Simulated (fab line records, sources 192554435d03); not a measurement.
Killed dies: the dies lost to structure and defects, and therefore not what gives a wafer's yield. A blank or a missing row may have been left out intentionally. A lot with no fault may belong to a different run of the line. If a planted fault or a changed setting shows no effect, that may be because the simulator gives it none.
The tool behind it: which one? -- flow n5Finfet -- Sampling: 24 lots, 72 wafers, 5 of 1938 route steps

== WHAT THE GAUGES SHOWED, per wafer ==
N5_BEOL_M13_THK_MEAS_01. Usual: M13_ILD_THK gives 840 nm (standard deviation 11).
lot,measured,on,M13_ILD_THK (nm),flag
L074,day 10 06:39,filmMetro-01,834 839 852,
L076,day 10 16:00,filmMetro-01,849 858 860,
L075,day 10 21:16,filmMetro-01,822 833 848,
L077,day 11 16:21,filmMetro-01,840 834 843,
L079,day 11 23:00,filmMetro-01,835 862 852,
L081,day 12 01:03,filmMetro-01,829 842 826,
L080,day 12 01:38,filmMetro-02,837 835 850,
L078,day 12 07:28,filmMetro-01,830 818 842,
L082,day 12 07:40,filmMetro-01,826 811 837,
L084,day 13 03:11,filmMetro-02,833 839 816,
L083,day 13 03:55,filmMetro-02,840 862 846,
L085,day 13 11:22,filmMetro-02,842 833 836,
L086,day 13 20:59,filmMetro-01,838 826 850,
L088,day 14 00:01,filmMetro-02,842 825 853,
L087,day 14 00:18,filmMetro-01,829 856 856,
L089,day 14 16:22,filmMetro-02,839 857 858,
L091,day 14 23:57,filmMetro-02,823 825 849,
L092,day 15 00:24,filmMetro-01,832 817 856,
L090,day 15 02:25,filmMetro-01,829 832 845,
L093,day 15 07:12,filmMetro-01,837 827 840,
L094,day 15 13:40,filmMetro-01,828 833 866,
L095,day 15 15:17,filmMetro-02,828 847 843,
L096,day 16 12:54,filmMetro-01,833 829 839,
L097,day 16 13:22,filmMetro-01,822 837 850,

== EACH LOT AND THE TOOL THAT RAN IT (in order: tool; ch and the chambers of the sampled wafers; start) ==
lot,N5_BEOL_M12_ETCH_67,N5_BEOL_M12_PRE_CLEAN_42,N5_BEOL_M12_SPUTTER_45,N5_BEOL_M13_ILD_DEP_00
L074,"rieDiel-06 ch 1,3, day 10 03:41","pvdSputter-02, day 10 05:15","pvdSputter-02, day 10 05:27","pecvd-04 ch 0,1, day 10 06:30"
L076,"rieDiel-05 ch 0,1,3, day 10 12:22","pvdSputter-02, day 10 14:37","pvdSputter-02, day 10 14:49","pecvd-04 ch 0,1,2, day 10 15:51"
L075,"rieDiel-05 ch 1,3, day 10 18:07","pvdSputter-02, day 10 19:53","pvdSputter-02, day 10 20:05","pecvd-02 ch 0,2, day 10 21:07"
L077,"rieDiel-05 ch 1,2,3, day 11 13:25","pvdSputter-02, day 11 14:58","pvdSputter-02, day 11 15:10","pecvd-04 ch 1,2, day 11 16:12"
L079,"rieDiel-03 ch 0,1,2, day 11 20:27","pvdSputter-03, day 11 21:37","pvdSputter-03, day 11 21:49","pecvd-04 ch 0,2, day 11 22:51"
L081,"rieDiel-03 ch 2,3, day 11 22:38","pvdSputter-01, day 11 23:39","pvdSputter-01, day 11 23:51","pecvd-03 ch 0,1,2, day 12 00:54"
L080,"rieDiel-03 ch 1,2,3, day 11 23:13","pvdSputter-02, day 12 00:09","pvdSputter-02, day 12 00:21","pecvd-02 ch 0,1,2, day 12 01:26"
L078,"rieDiel-03 ch 1,3, day 11 23:43","pvdSputter-03, day 12 06:00","pvdSputter-03, day 12 06:12","pecvd-03 ch 0,1, day 12 07:16"
L082,"rieDiel-05 ch 2,3, day 12 01:52","pvdSputter-02, day 12 06:09","pvdSputter-02, day 12 06:21","pecvd-02 ch 0,1,2, day 12 07:31"
L084,"rieDiel-06 ch 0,2,3, day 12 22:55","pvdSputter-01, day 13 01:29","pvdSputter-01, day 13 01:41","pecvd-02 ch 0,1,2, day 13 02:46"
L083,"rieDiel-03 ch 0,2,3, day 12 22:58","pvdSputter-01, day 13 02:24","pvdSputter-01, day 13 02:36","pecvd-03 ch 0,2, day 13 03:43"
L085,"rieDiel-05 ch 0,1,3, day 13 07:43","pvdSputter-03, day 13 09:58","pvdSputter-03, day 13 10:10","pecvd-02 ch 0,1,2, day 13 11:13"
L086,"rieDiel-05 ch 0,2,3, day 13 16:55","pvdSputter-02, day 13 19:28","pvdSputter-02, day 13 19:40","pecvd-03 ch 0,1,2, day 13 20:50"
L088,"rieDiel-06 ch 1,3, day 13 21:06","pvdSputter-03, day 13 22:38","pvdSputter-03, day 13 22:50","pecvd-04 ch 0,1, day 13 23:52"
L087,"rieDiel-03 ch 0,2,3, day 13 21:49","pvdSputter-02, day 13 22:50","pvdSputter-02, day 13 23:02","pecvd-04 ch 0,1, day 14 00:09"
L089,"rieDiel-06 ch 0,2,3, day 14 12:28","pvdSputter-01, day 14 14:35","pvdSputter-01, day 14 14:47","pecvd-03 ch 0,2, day 14 16:13"
L091,"rieDiel-06 ch 1,2, day 14 17:56","pvdSputter-03, day 14 22:34","pvdSputter-03, day 14 22:46","pecvd-02 ch 0,1,2, day 14 23:48"
L092,"rieDiel-06 ch 0,1, day 14 19:41","pvdSputter-01, day 14 22:47","pvdSputter-01, day 14 22:59","pecvd-03 ch 0,1,2, day 15 00:15"
L090,"rieDiel-03 ch 1,2,3, day 14 20:05","pvdSputter-01, day 15 00:57","pvdSputter-01, day 15 01:09","pecvd-02 ch 0,1,2, day 15 02:16"
L093,"rieDiel-05 ch 0,3, day 15 02:39","pvdSputter-02, day 15 05:48","pvdSputter-02, day 15 06:00","pecvd-04 ch 0,1, day 15 07:03"
L094,"rieDiel-03 ch 1,2, day 15 08:32","pvdSputter-01, day 15 12:16","pvdSputter-01, day 15 12:28","pecvd-03 ch 0,1, day 15 13:30"
L095,"rieDiel-06 ch 0,1, day 15 11:43","pvdSputter-02, day 15 13:54","pvdSputter-02, day 15 14:06","pecvd-03 ch 0,2, day 15 15:08"
L096,"rieDiel-05 ch 0,2,3, day 16 10:22","pvdSputter-03, day 16 11:31","pvdSputter-03, day 16 11:43","pecvd-02 ch 0,1, day 16 12:45"
L097,"rieDiel-03 ch 1,2, day 16 10:31","pvdSputter-03, day 16 11:58","pvdSputter-03, day 16 12:10","pecvd-02 ch 0,2, day 16 13:13"
- N5_BEOL_M12_ETCH_67: etches SiARC in CF4, target depth 143 nm, time 238.3 s.
- N5_BEOL_M12_PRE_CLEAN_42: time 30 s.
- N5_BEOL_M12_SPUTTER_45: material Cu, target thk 80 nm, time 13.33 s.
- N5_BEOL_M13_ILD_DEP_00: deposits SiOC from DEMS/O2, target thk 837.92 nm, time 166.4 s.

== WHAT THE TOOLS THEMSELVES READ (means of the sampled wafers that have a number; where no wafer has one, the mark that the record gives instead) ==
N5_BEOL_M12_ETCH_67. Usual: biasW 36.01 W, standard deviation 0.097; drypumpMotorCurrentA 5.6 A, standard deviation 0.39; etchRfOnTimeS 236 s, standard deviation 4.7; oesProductAu 0.67 a.u., standard deviation 0.067; rfVppV 184.0 V, standard deviation 1.3; showerheadPlenumPTorr 2.12 Torr, standard deviation 0.07; throttleValvePct 15.58 %, standard deviation 0.14.
lot,tool,biasW (W),drypumpMotorCurrentA (A),etchRfOnTimeS (s),oesProductAu (a.u.),rfVppV (V),showerheadPlenumPTorr (Torr),throttleValvePct (%),flag
L074,rieDiel-06,35.92,6.1,238,0.62,182.0,2.07,15.56,
L076,rieDiel-05,35.94,5.4,234,0.67,184.1,2.11,15.68,
L075,rieDiel-05,35.96,5.2,237,0.66,183.7,2.10,15.66,
L077,rieDiel-05,36.06,5.4,235,0.66,184.6,2.14,15.58,
L079,rieDiel-03,36.07,5.9,237,0.69,183.0,2.09,15.63,
L081,rieDiel-03,36.12,6.0,232,0.65,183.3,2.05,15.62,
L080,rieDiel-03,36.13,5.7,234,0.70,183.7,2.10,15.59,
L078,rieDiel-03,35.99,5.5,236,0.74,183.0,2.11,15.57,
L082,rieDiel-05,36.05,5.5,234,0.66,184.5,2.17,15.49,
L084,rieDiel-06,35.97,5.7,242,0.71,184.3,2.16,15.49,
L083,rieDiel-03,36.03,6.0,230,0.67,183.5,2.06,15.64,
L085,rieDiel-05,35.95,5.4,236,0.64,183.9,2.10,15.72,
L086,rieDiel-05,36.04,5.5,234,0.64,184.4,2.13,15.63,
L088,rieDiel-06,35.99,6.1,240,0.60,184.0,2.06,15.62,
L087,rieDiel-03,36.02,6.0,236,0.65,183.2,2.06,15.67,
L089,rieDiel-06,36.00,5.7,244,0.69,184.6,2.16,15.51,
L091,rieDiel-06,36.00,5.5,240,0.65,183.8,2.17,15.43,
L092,rieDiel-06,36.02,5.1,241,0.71,184.2,2.16,15.45,
L090,rieDiel-03,36.02,5.7,235,0.68,183.7,2.09,15.64,
L093,rieDiel-05,36.09,5.4,232,0.67,183.2,2.09,15.74,
L094,rieDiel-03,36.07,5.9,233,0.64,181.8,2.07,15.71,
L095,rieDiel-06,35.99,5.3,238,0.66,183.6,2.14,15.46,
L096,rieDiel-05,36.08,5.5,235,0.71,183.7,2.13,15.52,
L097,rieDiel-03,35.91,5.6,231,0.68,184.6,2.11,15.70,

N5_BEOL_M12_PRE_CLEAN_42. Usual: heaterPowerW 363 W, standard deviation 50.
lot,tool,heaterPowerW (W),flag
L074,pvdSputter-02,411,
L076,pvdSputter-02,378,
L075,pvdSputter-02,393,
L077,pvdSputter-02,397,
L079,pvdSputter-03,352,
L081,pvdSputter-01,389,
L080,pvdSputter-02,393,
L078,pvdSputter-03,328,
L082,pvdSputter-02,374,
L084,pvdSputter-01,391,
L083,pvdSputter-01,387,
L085,pvdSputter-03,321,
L086,pvdSputter-02,375,
L088,pvdSputter-03,310,
L087,pvdSputter-02,349,
L089,pvdSputter-01,358,
L091,pvdSputter-03,324,
L092,pvdSputter-01,374,
L090,pvdSputter-01,375,
L093,pvdSputter-02,376,
L094,pvdSputter-01,366,
L095,pvdSputter-02,324,
L096,pvdSputter-03,344,
L097,pvdSputter-03,345,

N5_BEOL_M12_SPUTTER_45. Usual: throttleValvePct 30.3 %, standard deviation 1.1.
lot,tool,throttleValvePct (%),flag
L074,pvdSputter-02,29.5,
L076,pvdSputter-02,30.1,
L075,pvdSputter-02,29.5,
L077,pvdSputter-02,30.2,
L079,pvdSputter-03,29.5,
L081,pvdSputter-01,30.8,
L080,pvdSputter-02,30.1,
L078,pvdSputter-03,30.2,
L082,pvdSputter-02,29.9,
L084,pvdSputter-01,31.2,
L083,pvdSputter-01,31.1,
L085,pvdSputter-03,30.1,
L086,pvdSputter-02,30.3,
L088,pvdSputter-03,30.0,
L087,pvdSputter-02,30.6,
L089,pvdSputter-01,31.2,
L091,pvdSputter-03,29.2,
L092,pvdSputter-01,30.8,
L090,pvdSputter-01,30.3,
L093,pvdSputter-02,29.7,
L094,pvdSputter-01,30.7,
L095,pvdSputter-02,30.3,
L096,pvdSputter-03,31.4,
L097,pvdSputter-03,31.1,

N5_BEOL_M13_ILD_DEP_00. Usual: chamberPressureTorr 4.999 Torr, standard deviation 0.01; heaterPowerW 476 W, standard deviation 58; showerheadPlenumPTorr 5.699 Torr, standard deviation 0.015; showerheadVppV 1382 V, standard deviation 61; throttleValvePct 12.0 %, standard deviation 0.68.
lot,tool,chamberPressureTorr (Torr),heaterPowerW (W),showerheadPlenumPTorr (Torr),showerheadVppV (V),throttleValvePct (%),flag
L074,pecvd-04,4.999,485,5.681,1303,12.4,
L076,pecvd-04,5.001,501,5.706,1342,11.8,
L075,pecvd-02,5.010,485,5.700,1393,12.1,
L077,pecvd-04,5.003,484,5.709,1337,12.3,
L079,pecvd-04,5.008,468,5.696,1322,11.4,
L081,pecvd-03,5.001,458,5.691,1398,12.0,
L080,pecvd-02,5.000,499,5.696,1394,12.4,
L078,pecvd-03,5.001,491,5.709,1437,12.4,
L082,pecvd-02,5.009,469,5.696,1408,12.3,
L084,pecvd-02,4.997,516,5.702,1387,12.3,
L083,pecvd-03,4.992,424,5.693,1372,11.9,
L085,pecvd-02,4.994,501,5.700,1393,12.1,
L086,pecvd-03,5.001,442,5.696,1398,12.0,
L088,pecvd-04,5.002,472,5.683,1283,12.1,
L087,pecvd-04,5.005,477,5.682,1289,12.2,
L089,pecvd-03,4.996,448,5.686,1378,12.0,
L091,pecvd-02,5.002,520,5.699,1388,12.3,
L092,pecvd-03,4.991,445,5.698,1401,11.9,
L090,pecvd-02,4.996,497,5.701,1402,12.3,
L093,pecvd-04,4.994,479,5.687,1293,12.3,
L094,pecvd-03,5.000,475,5.713,1446,12.3,
L095,pecvd-03,4.993,405,5.685,1385,11.5,
L096,pecvd-02,4.990,520,5.684,1438,12.6,
L097,pecvd-02,4.996,522,5.703,1416,12.5,

== THE ANSWER, worked out from the rows above alone ==
Rule: take the mean of a lot's wafers that have a number; if it is more than 3 standard deviations from the usual mean, the lot is off. Also off: a lot with no number at a reading for which 4 or more lots have one. The other lots that the step has rows for count as sound. First the gauges in route order, then the tools' own readings, where a lot's mean is used as printed above. At the first step where some lot is off, the reading lying furthest off is the one used; lots without a number count as furthest.
None of the lots is off at any reading shown; this tells nothing.

== WHAT WAS PUT IN BY THE SIMULATOR ==
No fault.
